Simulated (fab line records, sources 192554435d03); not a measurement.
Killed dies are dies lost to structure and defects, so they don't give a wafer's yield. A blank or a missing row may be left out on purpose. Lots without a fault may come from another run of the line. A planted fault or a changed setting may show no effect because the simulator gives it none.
fab line records | flow n5_finfet | part 1 of 2: steps 1 to 4 of 6
record lots=24 wafers=72 last_day=18
route steps=1938 shown BEOL_M5@1154 BEOL_M6@1210
lots that met no fault: from a run of the same line without faults
start_h: hours from the record's first day to the start of the lot's first wafer shown | wait_h: hours since the lot's step before | " the same as in the row above | L1.1+2: a row that stands for several wafers | - no value, or no start given | * or withheld: withheld | < > ~ a bound
route shown NAME@n: a module of which the file shows steps, and the number in the route of the first | usual: mean/standard deviation of fault-free wafers | same: alike in all rows | chamber/n: place in a boat | sites: the reading at each site | _std_site: their standard deviation | _edge_site: outer sites' mean less inner sites' | radius_mm: how far each site lies from the wafer's centre | mask NAME#n: copy n | behind: the tool/chamber that last shaped the wafer | hold: why the lot was held/for how many hours/how that ended | device: the transistor (n, p or np) that didn't switch | end of line: the same wafers' tests at the end of the route | a step without rows: its recipe alone | killed: dies lost to structure and defects at the first sort, not the wafer's yield | map: a wafer's dies, x killed, . not, _ none there
set.NAME: the setting as run; set.NAME@STEP: as run at that earlier step | model.NAME: the simulator's own value behind a step, which no gauge read
steps of the route over a sample of lots; a table a step, a row a wafer
services: from which hour (start_h, from the record's first day; less than 0 if before it) a tool's chamber was out of use, for how many hours, and why
## steps
# step N5_BEOL_M5_ETCH_68
# recipe chemistry=N2/H2 target=SOC target_depth_a=800 overetch_a=160 mask_material=SiARC temp_c=40 time_s=120 ion_energy_ev=200 pressure_mtorr=30 source_w=840 bias_w=150 n2_flow_sccm=200 h2_flow_sccm=200
# usual drypump_motor_current_A=5.7/0.47 oes_product_au=0.62/0.063 rf_vpp_V=524.4/3 showerhead_plenum_p_Torr=2.57/0.1 throttle_valve_pct=17.96/0.22
# same time_s=120
# columns lot.wafer tool chamber start_h wait_h drypump_motor_current_A oes_product_au rf_hours_counter_h rf_vpp_V showerhead_plenum_p_Torr throttle_valve_pct
L075.1 rie_diel-04 2 192.94 0.0 6.1 0.65 41 527.4 2.70 18.03
L075.2 " 0 " " 4.8 0.70 8 529.3 2.72 17.58
L075.6 " 0 " " 4.8 0.70 - 527.8 2.72 17.60
L074.3 rie_diel-02 1 198.48 0.0 5.1 0.71 14 521.3 2.49 17.86
L074.5 " 2 " " 5.8 0.66 - 528.1 2.70 17.83
L074.6 " 3 " " 5.7 0.70 - 521.9 2.51 17.95
L076.4 rie_diel-02 0 211.14 0.0 5.7 0.55 197 522.7 2.53 18.07
L076.5 " 1 " " 5.1 0.70 - 522.8 2.49 17.88
L076.6 " 0 " " 5.8 0.55 - 523.4 2.53 18.07
L077.2 rie_diel-02 3 216.99 0.0 5.7 0.68 33 522.8 2.50 18.01
L077.5 " 1 " " 5.0 0.69 - 523.1 2.49 17.89
L077.6 " 0 " " 5.7 0.54 - 523.2 2.53 18.06
L078.3 rie_diel-02 0 220.98 0.0 5.7 0.55 202 523.3 2.53 18.08
L078.4 " 3 " " 5.7 0.68 34 523.9 2.50 18.01
L078.6 " 3 " " 5.7 0.68 - 523.0 2.50 18.00
L080.2 rie_diel-02 2 223.83 0.0 5.9 0.65 46 528.5 2.70 17.83
L080.5 " 2 " " 5.8 0.66 - 529.6 2.70 17.83
L080.6 " 3 " " 5.8 0.69 - 521.4 2.50 18.00
L079.2 rie_diel-04 0 223.87 0.0 4.8 0.67 20 527.4 2.72 17.61
L079.3 " 3 " " 6.2 0.59 135 521.4 2.47 18.27
L079.4 " 1 " " 5.2 0.53 238 522.3 2.50 17.85
L083.3 rie_diel-05 3 229.94 0.0 5.9 0.64 54 528.4 2.70 17.69
L083.5 " 0 " " 5.4 0.53 - 520.9 2.42 18.19
L083.6 " 1 " " 6.3 0.53 - 523.0 2.54 18.27
L081.1 rie_diel-04 1 249.10 0.0 5.2 0.53 246 522.5 2.50 17.87
L081.4 " 3 " " 6.2 0.59 142 520.8 2.46 18.28
L081.5 " 1 " " 5.2 0.53 - 522.3 2.50 17.87
L084.2 rie_diel-02 1 255.72 0.0 5.1 0.68 33 521.3 2.48 17.90
L084.3 " 0 " " 5.7 0.54 212 522.1 2.52 18.10
L084.5 " 1 " " 5.1 0.68 - 523.1 2.48 17.88
L082.1 rie_diel-04 3 261.15 0.0 6.2 0.58 145 522.7 2.46 18.27
L082.3 " 1 " " 5.2 0.53 249 521.8 2.49 17.89
L082.4 " 0 " " 4.8 0.66 31 527.1 2.71 17.65
L088.1 rie_diel-04 1 262.27 0.0 5.2 0.53 250 524.0 2.49 17.88
L088.5 " 0 " " 4.8 0.66 - 528.4 2.71 17.63
L088.6 " 3 " " 6.2 0.59 - 520.4 2.46 18.28
L085.2 rie_diel-05 3 267.22 0.0 5.9 0.63 67 527.6 2.69 17.71
L085.3 " 2 " " 5.5 0.59 112 521.9 2.45 17.89
L085.4 " 0 " " 5.4 0.52 248 520.7 2.42 18.20
L086.1 rie_diel-04 2 277.47 0.0 6.2 0.63 68 527.4 2.68 18.07
L086.5 " 2 " " 6.1 0.63 - 528.3 2.68 18.07
L086.6 " 3 " " 6.2 0.58 - 520.7 2.46 18.29
L087.1 rie_diel-05 2 283.74 0.0 5.5 0.60 118 521.9 2.45 17.92
L087.3 " 3 " " 5.9 0.63 74 528.2 2.69 17.72
L087.6 " 2 " " 5.6 0.60 - 520.1 2.45 17.90
L089.2 rie_diel-05 3 289.66 0.0 5.9 0.63 77 527.3 2.69 17.74
L089.5 " 3 " " 5.9 0.62 - 527.0 2.69 17.73
L089.6 " 2 " " 5.5 0.59 - 521.1 2.45 17.92
L090.1 rie_diel-02 0 292.44 0.0 5.7 0.53 225 522.8 2.52 18.11
L090.3 " 3 " " 5.7 0.66 55 522.3 2.50 18.02
L090.4 " 2 " " 5.9 0.63 66 528.6 2.69 17.88
L092.1 rie_diel-02 1 294.79 0.0 5.1 0.66 46 521.9 2.48 17.91
L092.4 " 2 " " 5.8 0.63 67 526.5 2.69 17.86
L092.6 " 0 " " 5.8 0.53 - 524.7 2.52 18.13
L091.1 rie_diel-04 1 298.10 0.0 5.2 0.74 4 522.4 2.49 17.51
L091.2 " 3 " " 6.2 0.58 158 520.4 2.46 18.31
L091.3 " 0 " " 4.8 0.64 44 527.6 2.71 17.68
L093.1 rie_diel-05 2 299.54 0.0 5.5 0.59 125 520.9 2.45 17.96
L093.2 " 1 " " 6.3 0.52 224 524.3 2.53 18.30
L093.4 " 0 " " 5.4 0.74 2 527.8 2.74 17.87
L094.1 rie_diel-04 0 310.41 0.0 4.8 0.64 48 528.4 2.70 17.66
L094.5 " 2 " " 6.1 0.61 - 527.1 2.68 18.08
L094.6 " 1 " " 5.2 0.74 - 522.7 2.49 17.51
L095.3 rie_diel-05 1 318.59 0.0 6.3 0.52 230 522.8 2.53 18.31
L095.5 " 1 " " 6.3 0.52 - 523.7 2.53 18.32
L095.6 " 2 " " 5.5 0.59 - 522.2 2.45 17.93
L096.1 rie_diel-05 0 337.03 0.0 5.4 0.70 12 527.2 2.73 17.88
L096.2 " 1 " " 6.3 0.52 236 524.1 2.53 18.32
L096.4 " 2 " " 5.6 0.58 136 520.3 2.44 17.95
L097.2 rie_diel-04 3 339.73 0.0 6.2 0.57 170 521.3 2.45 18.33
L097.3 " 2 " " 6.2 0.61 87 528.9 2.68 18.10
L097.5 " 1 " " 5.2 0.72 - 521.4 2.49 17.53
# step N5_BEOL_M5_TRENCH_ETCH_37
# recipe chemistry=C4F6/O2 target_depth_a=716.52 target=SiCOH_lowk time_s=24.7 ion_energy_ev=250 pressure_mtorr=30 source_w=345 bias_w=185 Ar_flow_sccm=300 C4F6_flow_sccm=10 O2_flow_sccm=10
# usual drypump_motor_current_A=5.7/0.47 oes_product_au=0.81/0.089 rf_vpp_V=671/10 showerhead_plenum_p_Torr=2.87/0.11 throttle_valve_pct=21.02/0.2
# same time_s=24.7
# columns lot.wafer tool chamber start_h wait_h drypump_motor_current_A oes_product_au rf_hours_counter_h rf_vpp_V showerhead_plenum_p_Torr throttle_valve_pct
L075.1 rie_diel-04 2 - - 6.2 0.87 41 686 3.01 21.19
L075.2 " 0 " " 4.8 0.94 8 673 3.02 20.74
L075.6 " 0 " " 4.8 0.93 - 672 3.02 20.72
L074.3 rie_diel-02 1 - - 5.0 0.94 14 673 2.81 21.10
L074.5 " 2 " " 5.8 0.88 - 680 2.99 20.70
L074.6 " 3 " " 5.7 0.93 - 668 2.79 20.94
L076.4 rie_diel-02 0 - - 5.7 0.71 197 675 2.83 21.18
L076.5 " 1 " " 5.1 0.93 - 672 2.81 21.09
L076.6 " 0 " " 5.7 0.71 - 676 2.83 21.19
L077.2 rie_diel-02 3 - - 5.7 0.91 33 668 2.79 20.94
L077.5 " 1 " " 5.1 0.92 - 673 2.81 21.10
L077.6 " 0 " " 5.8 0.70 - 675 2.83 21.19
L078.3 rie_diel-02 0 - - 5.7 0.71 202 675 2.83 21.18
L078.4 " 3 " " 5.7 0.90 34 667 2.78 20.95
L078.6 " 3 " " 5.7 0.91 - 669 2.78 20.93
L080.2 rie_diel-02 2 - - 5.8 0.86 46 680 2.98 20.70
L080.5 " 2 " " 5.8 0.86 - 677 2.98 20.71
L080.6 " 3 " " 5.7 0.90 - 668 2.78 20.94
L079.2 rie_diel-04 0 - - 4.8 0.90 20 673 3.02 20.75
L079.3 " 3 " " 6.2 0.78 135 658 2.76 21.30
L079.4 " 1 " " 5.2 0.69 239 660 2.81 21.08
L083.3 rie_diel-05 3 - - 5.9 0.86 54 668 3.00 20.75
L083.5 " 0 " " 5.4 0.69 - 686 2.68 20.95
L083.6 " 1 " " 6.3 0.69 - 668 2.81 21.13
L081.1 rie_diel-04 1 - - 5.2 0.68 246 661 2.81 21.07
L081.4 " 3 " " 6.2 0.76 142 659 2.76 21.29
L081.5 " 1 " " 5.2 0.68 - 660 2.81 21.09
L084.2 rie_diel-02 1 - - 5.1 0.90 33 673 2.80 21.13
L084.3 " 0 " " 5.7 0.70 212 675 2.82 21.20
L084.5 " 1 " " 5.1 0.89 - 673 2.80 21.11
L082.1 rie_diel-04 3 - - 6.2 0.77 145 657 2.75 21.29
L082.3 " 1 " " 5.2 0.68 249 659 2.81 21.08
L082.4 " 0 " " 4.8 0.88 31 671 3.01 20.77
L088.1 rie_diel-04 1 - - 5.2 0.68 250 659 2.81 21.09
L088.5 " 0 " " 4.8 0.87 - 673 3.01 20.78
L088.6 " 3 " " 6.2 0.77 - 658 2.76 21.31
L085.2 rie_diel-05 3 - - 5.9 0.83 68 667 3.00 20.77
L085.3 " 2 " " 5.5 0.80 112 657 2.76 21.06
L085.4 " 0 " " 5.4 0.69 248 684 2.67 20.96
L086.1 rie_diel-04 2 - - 6.2 0.83 69 686 3.00 21.21
L086.5 " 2 " " 6.2 0.82 - 687 3.00 21.21
L086.6 " 3 " " 6.2 0.76 - 659 2.75 21.32
L087.1 rie_diel-05 2 - - 5.5 0.78 119 655 2.75 21.04
L087.3 " 3 " " 5.9 0.82 74 669 2.99 20.80
L087.6 " 2 " " 5.5 0.78 - 655 2.75 21.04
L089.2 rie_diel-05 3 - - 5.9 0.81 77 667 2.99 20.79
L089.5 " 3 " " 5.9 0.83 - 668 2.99 20.79
L089.6 " 2 " " 5.5 0.77 - 656 2.75 21.07
L090.1 rie_diel-02 0 - - 5.8 0.70 225 674 2.82 21.22
L090.3 " 3 " " 5.7 0.88 55 668 2.78 20.96
L090.4 " 2 " " 5.9 0.83 66 678 2.97 20.76
L092.1 rie_diel-02 1 - - 5.1 0.88 46 672 2.80 21.13
L092.4 " 2 " " 5.9 0.84 67 679 2.97 20.76
L092.6 " 0 " " 5.7 0.70 - 674 2.82 21.21
L091.1 rie_diel-04 1 - - 5.2 1.00 4 659 2.81 20.78
L091.2 " 3 " " 6.2 0.76 158 658 2.75 21.32
L091.3 " 0 " " 4.7 0.86 44 673 3.01 20.78
L093.1 rie_diel-05 2 - - 5.5 0.77 125 656 2.75 21.05
L093.2 " 1 " " 6.3 0.67 224 665 2.80 21.15
L093.4 " 0 " " 5.4 0.97 2 698 3.01 20.67
L094.1 rie_diel-04 0 - - 4.8 0.85 48 672 3.00 20.78
L094.5 " 2 " " 6.2 0.80 - 685 2.99 21.24
L094.6 " 1 " " 5.2 0.97 - 660 2.80 20.79
L095.3 rie_diel-05 1 - - 6.3 0.67 230 667 2.80 21.18
L095.5 " 1 " " 6.3 0.67 - 667 2.80 21.17
L095.6 " 2 " " 5.5 0.77 - 656 2.75 21.08
L096.1 rie_diel-05 0 - - 5.4 0.93 13 696 3.00 20.68
L096.2 " 1 " " 6.3 0.67 236 666 2.80 21.17
L096.4 " 2 " " 5.5 0.76 137 656 2.74 21.10
L097.2 rie_diel-04 3 - - 6.2 0.74 170 659 2.74 21.36
L097.3 " 2 " " 6.1 0.79 87 685 2.99 21.23
L097.5 " 1 " " 5.1 0.94 - 660 2.80 20.82
# step N5_BEOL_M5_ETCH_41
# recipe chemistry=CH3F/O2 target=SiCN target_depth_a=315 taper_deg=2 time_s=56.7 ion_energy_ev=120 mask_material=TiN pressure_mtorr=30 source_w=395 bias_w=75 Ar_flow_sccm=150 CH3F_flow_sccm=30 O2_flow_sccm=20
# usual drypump_motor_current_A=5.7/0.47 oes_product_au=0.81/0.089 rf_vpp_V=297.6/1.8 showerhead_plenum_p_Torr=2.01/0.078 throttle_valve_pct=16.40/0.2
# same time_s=56.7
# columns lot.wafer tool chamber start_h wait_h drypump_motor_current_A oes_product_au rf_hours_counter_h rf_vpp_V showerhead_plenum_p_Torr throttle_valve_pct
L075.1 rie_diel-04 2 - - 6.1 0.86 41 299.3 2.12 16.48
L075.2 " 0 " " 4.8 0.94 8 300.1 2.13 16.10
L075.6 " 0 " " 4.8 0.92 - 298.8 2.13 16.10
L074.3 rie_diel-02 1 - - 5.1 0.95 14 296.7 1.97 16.37
L074.5 " 2 " " 5.9 0.87 - 300.9 2.11 16.12
L074.6 " 3 " " 5.7 0.93 - 295.9 1.96 16.25
L076.4 rie_diel-02 0 - - 5.7 0.72 197 296.0 1.99 16.61
L076.5 " 1 " " 5.0 0.93 - 296.8 1.97 16.36
L076.6 " 0 " " 5.8 0.72 - 296.4 1.99 16.63
L077.2 rie_diel-02 3 - - 5.7 0.92 33 297.8 1.96 16.27
L077.5 " 1 " " 5.0 0.92 - 297.0 1.97 16.38
L077.6 " 0 " " 5.7 0.71 - 297.1 1.99 16.62
L078.3 rie_diel-02 0 - - 5.7 0.70 202 296.1 1.99 16.63
L078.4 " 3 " " 5.7 0.90 34 296.1 1.96 16.28
L078.6 " 3 " " 5.7 0.91 - 296.4 1.96 16.29
L080.2 rie_diel-02 2 - - 5.8 0.87 46 299.1 2.10 16.14
L080.5 " 2 " " 5.8 0.87 - 299.3 2.10 16.13
L080.6 " 3 " " 5.8 0.90 - 298.8 1.96 16.28
L079.2 rie_diel-04 0 - - 4.8 0.89 20 300.5 2.13 16.14
L079.3 " 3 " " 6.2 0.77 135 295.8 1.94 16.64
L079.4 " 1 " " 5.2 0.68 239 296.6 1.97 16.55
L083.3 rie_diel-05 3 - - 5.9 0.86 54 299.0 2.12 16.11
L083.5 " 0 " " 5.4 0.69 - 294.8 1.88 16.42
L083.6 " 1 " " 6.3 0.70 - 296.8 1.98 16.58
L081.1 rie_diel-04 1 - - 5.2 0.69 246 295.3 1.97 16.56
L081.4 " 3 " " 6.2 0.77 142 297.0 1.93 16.64
L081.5 " 1 " " 5.2 0.68 - 296.8 1.97 16.56
L084.2 rie_diel-02 1 - - 5.1 0.89 33 295.0 1.97 16.41
L084.3 " 0 " " 5.7 0.70 212 297.1 1.98 16.65
L084.5 " 1 " " 5.1 0.90 - 295.9 1.97 16.39
L082.1 rie_diel-04 3 - - 6.2 0.76 145 295.2 1.93 16.67
L082.3 " 1 " " 5.2 0.68 249 297.2 1.97 16.57
L082.4 " 0 " " 4.8 0.88 31 299.0 2.12 16.16
L088.1 rie_diel-04 1 - - 5.1 0.68 250 295.8 1.97 16.58
L088.5 " 0 " " 4.8 0.87 - 298.8 2.12 16.15
L088.6 " 3 " " 6.2 0.77 - 296.5 1.93 16.67
L085.2 rie_diel-05 3 - - 5.9 0.83 68 300.4 2.11 16.17
L085.3 " 2 " " 5.5 0.78 112 294.6 1.93 16.40
L085.4 " 0 " " 5.4 0.67 248 296.0 1.87 16.45
L086.1 rie_diel-04 2 - - 6.2 0.83 69 299.0 2.11 16.55
L086.5 " 2 " " 6.1 0.83 - 299.6 2.11 16.55
L086.6 " 3 " " 6.2 0.76 - 295.0 1.93 16.67
L087.1 rie_diel-05 2 - - 5.5 0.78 119 296.5 1.93 16.43
L087.3 " 3 " " 5.9 0.82 74 298.7 2.11 16.16
L087.6 " 2 " " 5.5 0.78 - 296.2 1.93 16.42
L089.2 rie_diel-05 3 - - 5.9 0.82 77 299.5 2.11 16.18
L089.5 " 3 " " 5.9 0.82 - 298.7 2.11 16.17
L089.6 " 2 " " 5.5 0.78 - 297.3 1.93 16.43
L090.1 rie_diel-02 0 - - 5.8 0.69 225 297.8 1.98 16.69
L090.3 " 3 " " 5.7 0.87 55 295.1 1.95 16.31
L090.4 " 2 " " 5.8 0.83 66 299.9 2.09 16.18
L092.1 rie_diel-02 1 - - 5.1 0.87 46 296.1 1.96 16.44
L092.4 " 2 " " 5.8 0.83 67 300.2 2.09 16.17
L092.6 " 0 " " 5.7 0.70 - 298.0 1.98 16.68
L091.1 rie_diel-04 1 - - 5.2 0.97 5 297.1 1.97 16.14
L091.2 " 3 " " 6.2 0.74 158 296.6 1.93 16.70
L091.3 " 0 " " 4.8 0.86 44 300.3 2.12 16.17
L093.1 rie_diel-05 2 - - 5.5 0.76 125 296.6 1.93 16.44
L093.2 " 1 " " 6.3 0.67 224 298.0 1.97 16.63
L093.4 " 0 " " 5.4 0.96 2 300.1 2.12 16.05
L094.1 rie_diel-04 0 - - 4.8 0.85 48 300.4 2.12 16.17
L094.5 " 2 " " 6.1 0.80 - 298.8 2.10 16.56
L094.6 " 1 " " 5.2 0.97 - 296.9 1.97 16.16
L095.3 rie_diel-05 1 - - 6.3 0.66 230 296.1 1.97 16.61
L095.5 " 1 " " 6.3 0.67 - 297.1 1.97 16.62
L095.6 " 2 " " 5.5 0.76 - 296.0 1.93 16.44
L096.1 rie_diel-05 0 - - 5.4 0.94 13 298.3 2.12 16.04
L096.2 " 1 " " 6.3 0.67 236 295.7 1.97 16.65
L096.4 " 2 " " 5.5 0.76 137 296.3 1.92 16.46
L097.2 rie_diel-04 3 - - 6.2 0.75 170 295.5 1.92 16.71
L097.3 " 2 " " 6.1 0.80 87 299.1 2.10 16.57
L097.5 " 1 " " 5.2 0.95 - 297.3 1.97 16.14
# step N5_BEOL_M5_OCD_MEAS_38
# usual trench_depth_nm=71.9/1.4
# columns lot.wafer tool chamber start_h wait_h trench_depth_nm
L075.1 ocd-02 - 193.28 - 72.4
L075.2 " - " " 73.2
L075.6 " - " " 72.2
L074.3 ocd-01 - 198.82 - 73.4
L074.5 " - " " 72.0
L074.6 " - " " 73.8
L076.4 ocd-01 - 211.48 - 71.1
L076.5 " - " " 73.7
L076.6 " - " " 70.6
L077.2 ocd-01 - 217.33 - 73.1
L077.5 " - " " 74.1
L077.6 " - " " 71.0
L078.3 ocd-02 - 221.32 - 71.1
L078.4 " - " " 73.2
L078.6 " - " " 73.2
L080.2 ocd-02 - 224.17 - 71.2
L080.5 " - " " 71.6
L080.6 " - " " 73.1
L079.2 ocd-01 - 224.21 - 73.0
L079.3 " - " " 72.5
L079.4 " - " " 70.8
L083.3 ocd-02 - 230.29 - 73.8
L083.5 " - " " 71.8
L083.6 " - " " 69.7
L081.1 ocd-01 - 249.44 - 69.3
L081.4 " - " " 71.3
L081.5 " - " " 69.9
L084.2 ocd-02 - 256.06 - 73.6
L084.3 " - " " 70.4
L084.5 " - " " 72.8
L082.1 ocd-01 - 261.49 - 71.1
L082.3 " - " " 70.6
L082.4 " - " " 72.8
L088.1 ocd-01 - 262.61 - 69.8
L088.5 " - " " 73.4
L088.6 " - " " 71.5
L085.2 ocd-01 - 267.56 - 73.0
L085.3 " - " " 72.5
L085.4 " - " " 72.0
L086.1 ocd-01 - 277.81 - 72.7
L086.5 " - " " 72.1
L086.6 " - " " 71.5
L087.1 ocd-02 - 284.08 - 72.0
L087.3 " - " " 72.7
L087.6 " - " " 71.5
L089.2 ocd-01 - 290.01 - 71.8
L089.5 " - " " 72.0
L089.6 " - " " 71.5
L090.1 ocd-01 - 292.78 - 71.6
L090.3 " - " " 73.8
L090.4 " - " " 72.7
L092.1 ocd-02 - 295.13 - 74.3
L092.4 " - " " 72.0
L092.6 " - " " 71.6
L091.1 ocd-01 - 298.43 - 72.6
L091.2 " - " " 71.7
L091.3 " - " " 73.1
L093.1 ocd-02 - 299.89 - 71.3
L093.2 " - " " 69.1
L093.4 " - " " 72.1
L094.1 ocd-01 - 310.75 - 73.0
L094.5 " - " " 71.7
L094.6 " - " " 73.0
L095.3 ocd-01 - 318.93 - 68.9
L095.5 " - " " 69.8
L095.6 " - " " 72.4
L096.1 ocd-01 - 337.37 - 71.5
L096.2 " - " " 69.7
L096.4 " - " " 72.2
L097.2 ocd-02 - 340.07 - 70.8
L097.3 " - " " 70.2
L097.5 " - " " 71.2
